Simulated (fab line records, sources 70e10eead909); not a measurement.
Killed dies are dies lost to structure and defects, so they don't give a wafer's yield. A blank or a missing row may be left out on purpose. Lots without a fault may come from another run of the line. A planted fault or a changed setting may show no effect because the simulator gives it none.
fab line records | flow nand_harc
record lots=14 wafers=39 last_day=33
route steps=1302 shown A_CHANNEL_HOLE_D2@596 A_CHANNEL_FILL_D2@614 END@1302
lots that met no fault: from a run of the same line without faults
start_h: hours from the record's first day to the start of the lot's first wafer shown | wait_h: hours since the lot's step before | " the same as in the row above | L1.1+2: a row that stands for several wafers | - no value, or no start given | * or withheld: withheld | < > ~ a bound
route shown NAME@n: a module of which the file shows steps, and the number in the route of the first | usual: mean/standard deviation of fault-free wafers | same: alike in all rows | chamber/n: place in a boat | sites: the reading at each site | _std_site: their standard deviation | _edge_site: outer sites' mean less inner sites' | radius_mm: how far each site lies from the wafer's centre | mask NAME#n: copy n | behind: the tool/chamber that last shaped the wafer | hold: why the lot was held/for how many hours/how that ended | device: the transistor (n, p or np) that didn't switch | end of line: the same wafers' tests at the end of the route | a step without rows: its recipe alone | killed: dies lost to structure and defects at the first sort, not the wafer's yield | map: a wafer's dies, x killed, . not, _ none there
set.NAME: the setting as run; set.NAME@STEP: as run at that earlier step | model.NAME: the simulator's own value behind a step, which no gauge read
steps of the route over a sample of lots; a table a step, a row a wafer
services: from which hour (start_h, from the record's first day; less than 0 if before it) a tool's chamber was out of use, for how many hours, and why
## steps
# step NHARC_A_CHANNEL_HOLE_D2_ETCH_24
# recipe bias_v=5000 source_w=withheld pressure_mtorr=20 time_s=906.2 ar_flow_sccm=375 c4f8_flow_sccm=93.8 o2_flow_sccm=31.2 temp_c=-20 target_depth_a=15000 chemistry=C4F8/O2/Ar
# usual drypump_motor_current_A=6.1/0.38 showerhead_plenum_p_Torr=3.72/0.11 throttle_valve_pct=32.236/0.0091
# columns lot.wafer tool chamber start_h wait_h drypump_motor_current_A rf_hours_counter_h showerhead_plenum_p_Torr throttle_valve_pct
L901.1 har_etch-01 1 314.23 0.6 6.5 158 3.62 32.229
L901.4 " 0 " " 6.4 - 3.69 32.240
L901.5 " 1 " " 6.5 - 3.62 32.231
L899.3 har_etch-01 0 318.68 0.6 6.4 - 3.69 32.231
L899.4 " 1 " " 6.5 - 3.61 32.228
L899.5 " 1 " " 6.5 - 3.61 32.225
L900.3 har_etch-02 0 322.37 0.6 5.6 - 3.93 32.234
L900.4 " 1 " " 5.9 - 3.72 32.232
L900.5 " 1 " " 5.9 - 3.72 32.218
L902.2 har_etch-02 1 339.73 0.6 5.9 374 3.72 32.241
L902.3 " 1 " " 5.9 - 3.72 32.241
L902.4 " 0 " " 5.6 - 3.92 32.249
L905.2 har_etch-01 0 360.17 0.6 6.3 192 3.67 32.245
L905.3 " 0 " " 6.4 - 3.67 32.225
L905.6 " 0 " " 6.4 - 3.67 32.222
L904.1 har_etch-02 0 360.25 0.6 5.6 397 3.91 32.242
L904.3 " 0 " " 5.6 - 3.91 32.251
L904.6 " 1 " " 5.9 - 3.71 32.236
L907.1 har_etch-02 0 377.51 0.6 5.5 405 3.91 32.233
L907.2 " 1 " " 5.9 397 3.71 32.224
L907.6 " 0 " " 5.6 - 3.91 32.260
L906.2 har_etch-01 0 378.18 0.6 6.4 200 3.67 32.233
L906.1 " 1 " " 6.5 200 3.59 32.242
L906.5 " 0 " " 6.4 - 3.67 32.223
L908.3 har_etch-01 0 401.35 0.6 6.4 - 3.66 32.254
L908.4 " 1 " " 6.5 - 3.59 32.241
L908.5 " 0 " " 6.4 - 3.66 32.224
L909.1 har_etch-01 1 409.87 0.6 6.5 223 3.58 32.237
L909.4 " 0 " " 6.5 - 3.66 32.255
L909.6 " 0 " " 6.4 - 3.65 32.232
L916.4 har_etch-02 0 468.40 0.6 5.5 - 3.88 32.232
L916.3 " 1 " " 5.9 - 3.68 32.216
L917.2 har_etch-01 0 481.95 0.6 6.4 265 3.63 32.239
L917.4 " 0 " " 6.4 - 3.63 32.237
L918.2 har_etch-02 1 494.08 0.6 5.9 63 3.67 32.241
L918.5 " 0 " " 5.6 - 3.87 32.239
L921.1 har_etch-02 1 522.28 0.6 5.9 78 3.66 32.247
L921.2 " 0 " " 5.6 78 3.86 32.226
L921.3 " 0 " " 5.6 - 3.86 32.224
# step NHARC_A_CHANNEL_HOLE_D2_ETCH_25
# recipe bias_v=5000 source_w=withheld pressure_mtorr=20 time_s=1040.2 ar_flow_sccm=375 c4f8_flow_sccm=93.8 o2_flow_sccm=31.2 temp_c=-20 target_depth_a=15000 chemistry=C4F8/O2/Ar
# usual drypump_motor_current_A=6.1/0.38 showerhead_plenum_p_Torr=3.72/0.11 throttle_valve_pct=32.234/0.0084
# columns lot.wafer tool chamber start_h wait_h drypump_motor_current_A rf_hours_counter_h showerhead_plenum_p_Torr throttle_valve_pct
L901.1 har_etch-01 1 315.01 0.7 6.6 159 3.62 32.239
L901.4 " 0 " " 6.3 - 3.69 32.240
L901.5 " 1 " " 6.5 - 3.62 32.233
L899.3 har_etch-01 0 319.49 0.7 6.4 - 3.69 32.245
L899.4 " 1 " " 6.5 - 3.61 32.227
L899.5 " 1 " " 6.5 - 3.61 32.230
L900.3 har_etch-02 0 323.17 0.7 5.5 - 3.93 32.236
L900.4 " 1 " " 5.9 - 3.72 32.245
L900.5 " 1 " " 5.9 - 3.72 32.235
L902.2 har_etch-02 1 340.49 0.6 5.9 375 3.72 32.248
L902.3 " 1 " " 5.9 - 3.72 32.224
L902.4 " 0 " " 5.6 - 3.92 32.234
L905.2 har_etch-01 0 360.93 0.6 6.3 193 3.67 32.220
L905.3 " 0 " " 6.4 - 3.67 32.235
L905.6 " 0 " " 6.4 - 3.67 32.238
L904.1 har_etch-02 0 361.04 0.7 5.6 398 3.91 32.226
L904.3 " 0 " " 5.6 - 3.91 32.222
L904.6 " 1 " " 5.9 - 3.71 32.233
L907.1 har_etch-02 0 378.30 0.7 5.6 406 3.91 32.228
L907.2 " 1 " " 6.0 398 3.71 32.246
L907.6 " 0 " " 5.6 - 3.91 32.231
L906.2 har_etch-01 0 378.95 0.6 6.3 201 3.67 32.228
L906.1 " 1 " " 6.5 201 3.59 32.242
L906.5 " 0 " " 6.4 - 3.67 32.231
L908.3 har_etch-01 0 402.16 0.7 6.4 - 3.66 32.225
L908.4 " 1 " " 6.6 - 3.58 32.223
L908.5 " 0 " " 6.4 - 3.66 32.230
L909.1 har_etch-01 1 410.67 0.7 6.6 223 3.58 32.236
L909.4 " 0 " " 6.4 - 3.65 32.239
L909.6 " 0 " " 6.4 - 3.65 32.241
L916.4 har_etch-02 0 469.21 0.7 5.6 - 3.88 32.212
L916.3 " 1 " " 6.0 - 3.68 32.219
L917.2 har_etch-01 0 482.70 0.6 6.4 266 3.63 32.233
L917.4 " 0 " " 6.3 - 3.63 32.247
L918.2 har_etch-02 1 494.85 0.6 5.9 64 3.67 32.243
L918.5 " 0 " " 5.6 - 3.87 32.224
L921.1 har_etch-02 1 523.05 0.6 5.9 79 3.66 32.229
L921.2 " 0 " " 5.6 79 3.86 32.228
L921.3 " 0 " " 5.6 - 3.86 32.239
# step NHARC_A_CHANNEL_FILL_D2_ALD_14
# recipe target_thk_a=25 pulse_time_s=10 ald_cycles=25 temp_c=300 material=SiO2
# usual ald_cycles=25/0 heater_power_w=472/48 precursor_pulse_height_rel=1.004/0.019
# columns lot.wafer tool chamber start_h wait_h ald_cycles heater_power_w precursor_pulse_height_rel
L901.1 ald_hk-01 3 325.16 0.1 25 431 0.979
L901.4 " 0 " " 25 517 1.019
L901.5 " 3 " " 25 446 0.991
L899.4 ald_hk-01 0 329.29 0.6 25 522 1.018
L899.3 " 1 " " 25 444 1.006
L899.5 " 2 " " 25 548 0.980
L900.4 ald_hk-03 2 332.88 0.0 25 423 1.015
L900.3 " 3 " " 25 510 1.015
L900.5 " 2 " " 25 424 1.018
L902.3 ald_hk-01 3 350.56 0.0 25 455 1.003
L902.4 " 1 " " 25 453 0.980
L902.2 " 2 " " 25 548 0.963
L904.1 ald_hk-02 0 371.76 0.1 25 450 0.963
L904.3 " 1 " " 25 475 0.989
L904.6 " 3 " " 25 425 1.015
L905.2 ald_hk-03 1 372.10 0.5 25 458 0.999
L905.3 " 2 " " 25 432 1.025
L905.6 " 1 " " 25 444 0.986
L906.2 ald_hk-01 1 388.37 0.0 25 458 0.980
L906.1 " 2 " " 25 558 0.992
L906.5 " 1 " " 25 440 1.007
L907.1 ald_hk-03 3 388.44 0.1 25 512 1.006
L907.2 " 0 " " 25 483 0.996
L907.6 " 1 " " 25 456 1.005
L908.4 ald_hk-01 0 413.42 0.1 25 519 1.024
L908.3 " 2 " " 25 565 1.006
L908.5 " 3 " " 25 432 1.047
L909.4 ald_hk-02 0 421.84 2.2 25 441 0.963
L909.1 " 1 " " 25 487 0.980
L909.6 " 0 " " 25 449 1.008
L916.3 ald_hk-02 2 478.93 0.0 25 392 0.990
L916.4 " 3 " " 25 425 0.983
L917.4 ald_hk-01 1 493.89 1.2 25 462 0.981
L917.2 " 3 " " 25 407 1.017
L918.2 ald_hk-03 1 504.92 0.1 25 465 1.009
L918.5 " 0 " " 25 477 0.951
L921.3 ald_hk-03 1 533.56 0.0 25 456 1.001
L921.2 " 3 " " 25 521 0.998
L921.1 " 0 " " 25 481 0.987
# step NHARC_A_CHANNEL_FILL_D2_ALD_16
# recipe target_thk_a=15 pulse_time_s=10 ald_cycles=15 temp_c=300 material=SiO2
# usual ald_cycles=15/0 heater_power_w=467/44 precursor_pulse_height_rel=1.002/0.02
# columns lot.wafer tool chamber start_h wait_h ald_cycles heater_power_w precursor_pulse_height_rel
L901.4 ald_hk-03 1 330.63 0.4 15 458 1.002
L901.1 " 0 " " 15 475 0.989
L901.5 " 1 " " 15 444 1.001
L899.4 ald_hk-01 0 334.23 0.1 15 522 0.976
L899.3 " 1 " " 15 450 0.977
L899.5 " 3 " " 15 433 0.993
L900.4 ald_hk-03 2 338.08 0.1 15 417 0.991
L900.3 " 0 " " 15 480 1.010
L900.5 " 2 " " 15 417 0.980
L902.2 ald_hk-03 3 355.80 0.1 15 521 1.006
L902.4 " 0 " " 15 487 0.991
L902.3 " 1 " " 15 453 1.005
L905.2 ald_hk-03 2 377.12 0.1 15 429 0.983
L905.3 " 0 " " 15 471 1.006
L905.6 " 1 " " 15 453 1.012
L904.3 ald_hk-01 2 377.12 0.1 15 551 1.027
L904.1 " 3 " " 15 447 0.990
L904.6 " 2 " " 15 564 1.007
L907.1 ald_hk-03 1 393.52 0.0 15 458 1.036
L907.2 " 2 " " 15 427 0.996
L907.6 " 1 " " 15 463 0.975
L906.2 ald_hk-02 2 393.57 0.1 15 384 1.011
L906.1 " 3 " " 15 439 1.028
L906.5 " 0 " " 15 444 1.027
L908.4 ald_hk-02 3 421.64 3.1 15 416 1.022
L908.3 " 1 " " 15 477 1.015
L908.5 " 3 " " 15 431 1.028
L909.1 ald_hk-02 1 427.12 0.3 15 486 0.999
L909.4 " 2 " " 15 388 0.997
L909.6 " 3 " " 15 430 1.012
L916.3 ald_hk-03 1 484.10 0.0 13 472 0.970
L916.4 " 0 " " 15 474 0.987
L917.4 ald_hk-03 2 499.11 0.0 15 416 0.997
L917.2 " 3 " " 13 521 0.991
L918.2 ald_hk-03 1 510.02 0.0 13 462 1.007
L918.5 " 1 " " 15 460 1.025
L921.2 ald_hk-01 3 539.32 0.6 15 415 1.006
L921.1 " 0 " " 15 499 0.992
L921.3 " 1 " " 15 477 0.997
# step NHARC_END_SORT_01
# recipe temp_c=25
# usual killed_at_array=52/16 killed_at_other=0.8/0.98 killed_at_periphery=4.2/2.9 killed_dies=57/16 killed_open=3.3/1.9 killed_short=2.5/1.5
# same gross_dies=677
# columns lot.wafer tool chamber start_h wait_h killed_at_array killed_at_other killed_at_periphery killed_dies killed_open killed_short
L916.3 prober-01 0 728.01 3.1 54 0 3 57 4 2
# killed by level:class
L916.3 A_CHANNEL_HOLE_D1:chamber_film_flake=22 A_STAIRCASE:chamber_film_flake=13 A_BLC:chamber_film_flake=6 A_CONTACT:chamber_film_flake=5 A_M0:geometric_particle:open=2 A_SLIT:chamber_film_flake=2 A_ONON_D2:geometric_particle:short=1 A_SGD_CUT:geometric_particle:short=1
## services
# columns tool chamber start_h hours kind
har_etch-02 0 298.70 - consumable_replace:showerhead
har_etch-02 0 298.70 17.0 scheduled_down
har_etch-02 0 298.70 17.0 vent_cycle
ald_hk-01 0 299.33 10.0 vent_cycle
ald_hk-01 - 330.28 1.3 repair
ald_hk-02 - 348.11 10.0 pm
har_etch-02 - 379.55 17.0 pm
har_etch-02 0 379.55 17.0 vent_cycle
har_etch-02 1 379.55 17.0 vent_cycle
har_etch-02 0 396.55 - clean
har_etch-02 0 396.55 - consumable_replace:focus_ring
har_etch-02 1 396.55 - clean
har_etch-02 1 396.55 - consumable_replace:focus_ring
ald_hk-03 - 417.17 10.0 pm
ald_hk-03 0 417.17 10.0 vent_cycle
ald_hk-03 1 417.17 10.0 vent_cycle
ald_hk-03 2 417.17 10.0 vent_cycle
ald_hk-03 3 417.17 10.0 vent_cycle
ald_hk-03 0 427.17 - clean
ald_hk-03 1 427.17 - clean
ald_hk-03 2 427.17 - clean
ald_hk-03 3 427.17 - clean
ald_hk-02 - 431.84 0.9 repair
ald_hk-02 - 526.11 10.0 pm
## key
first_sign step=NHARC_A_CHANNEL_FILL_D2_ALD_16 reading=ald_cycles direction=down sigmas=99+ usual=15 struck=13
effect none on later readings
met_at NHARC_A_CHANNEL_FILL_D2_ALD_16
struck_lots L916,L917,L918
struck_wafers L916.3,L917.2,L918.2
sort_left_out L917.2,L918.2
tester_left_out L916,L917,L918
not_acting_at NHARC_A_CHANNEL_HOLE_D2_ETCH_24,NHARC_A_CHANNEL_HOLE_D2_ETCH_25,NHARC_A_CHANNEL_FILL_D2_ALD_14
onset_between 393.52 484.10
fault kind=process_parameter_drift tool=ald_hk-03 chamber=- onset_h=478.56 steps=NHARC_A_CHANNEL_FILL_D2_ALD_16 channel=ald_cycles offset=-2 shape=step end_h=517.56 scope=struck_wafers_only acts_in=these_recipes_only stated=15
# tester_left_out: of these lots the tester's yield and bins aren't shown, on N5 and GAA mostly nor the transistor test; their killed dies are dies lost to structure and defects alone, not to doping, threshold or leakage, so they don't give the yield
# sort_left_out: the simulated sort isn't trusted on such a fault, so these wafers' sort isn't shown, and their yield isn't known
